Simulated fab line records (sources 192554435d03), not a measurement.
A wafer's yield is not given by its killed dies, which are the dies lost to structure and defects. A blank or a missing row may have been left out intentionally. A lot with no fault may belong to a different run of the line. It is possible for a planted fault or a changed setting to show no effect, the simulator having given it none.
Lot-split experiment	flow n5_finfet	21 wafers read across 7 lots, on a route 1938 steps long

THE SPLIT ITSELF
At N5_MOL_CONTACT_COAG_ETCH_124 (etches SiNx in CH3F/O2, stops on SiOC, target depth 6.5 nm), the setting source_w was moved away from the recipe's 395 W on 9 of the 21 wafers read, by -8.3% to +16.5%. All remaining wafers had this setting at the recipe value.

Reading taken at the split's own step.

THE READING
rf_vpp_V, in V, at N5_MOL_CONTACT_COAG_ETCH_124 (etches SiNx in CH3F/O2, stops on SiOC, target depth 6.5 nm). On this fab line, fault-free wafers typically give 300 V with a standard deviation of 6.9 V.

wafer	tool, chamber at the split	source_w as run, W	against the recipe	rf_vpp_V, V	against lot-mates on the recipe
L074.2	rie_diel-02, 2	395	recipe	297	-
L074.4	rie_diel-02, 1	362.1	-8.3%	320	+18
L074.6	rie_diel-02, 1	395	recipe	307	-
L080.2	rie_diel-03, 2	395	recipe	304	-
L080.5	rie_diel-03, 0	369.3	-6.5%	309	+5
L080.6	rie_diel-03, 1	369.3	-6.5%	306	+2
L081.1	rie_diel-04, 1	460	+16.5%	268	-37
L081.3	rie_diel-04, 0	395	recipe	305	-
L081.5	rie_diel-04, 1	460	+16.5%	268	-37
L084.2	rie_diel-03, 1	395	recipe	298	-
L084.3	rie_diel-03, 2	456.9	+15.7%	285	-16
L084.4	rie_diel-03, 2	395	recipe	303	-
L085.1	rie_diel-02, 0	395	recipe	300	-
L085.2	rie_diel-02, 3	395	recipe	301	-
L085.3	rie_diel-02, 2	395	recipe	297	-
L089.1	rie_diel-02, 2	441.4	+11.7%	283	no lot-mate on the recipe
L089.4	rie_diel-02, 0	441.4	+11.7%	283	no lot-mate on the recipe
L089.6	rie_diel-02, 3	441.4	+11.7%	285	no lot-mate on the recipe
L094.1	rie_diel-02, 2	395	recipe	296	-
L094.2	rie_diel-02, 3	395	recipe	300	-
L094.6	rie_diel-02, 3	395	recipe	299	-

FIT RESULTS
A straight line over all 21 wafers: rf_vpp_V changes by -1.6 V for each +1% of source_w; r = -0.94; the points scatter about the line by 4.5 V.
The same after taking each lot's own level away (the mean of its wafers on the recipe; 18 wafers): -1.73 V for each +1%; r = -0.92; scatter 5.5 V.
That fit puts the effect of the largest move of source_w on the reading at 28 V.
The lots' own levels span 298.3 to 305.0 V, that is 1.0 times the standard deviation above.
Consequently the slope shifts little with the lot-to-lot level, the two slopes agreeing.
Check: -26.2 V against its lot-mates is what the line predicts for one of the wafers moved furthest among these (+16.5%) when that wafer is left out of the fit. Against them it came out at -37 V.
Tool readings at the split's step, against how far the setting was moved: rf_vpp_V r = -0.94.

OTHER SPLITS APPLIED TO THESE WAFERS
Note: prior to the reading, these wafers also went through further splits. Each is held against what the fit with the lots' levels taken away leaves over:
other split on the same wafers	wafers away from the commonest value	r with rf_vpp_V (lot level and that fit taken away)
N5_HKMG_FIN_ETCH_32 bias_w	6	+0.00
N5_MOL_CONTACT_COAG_ETCH_105 bias_w	2	+0.05

FILE'S OWN FIT
rf_vpp_V changes by -1.63 V for each +1% of source_w, r = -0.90.
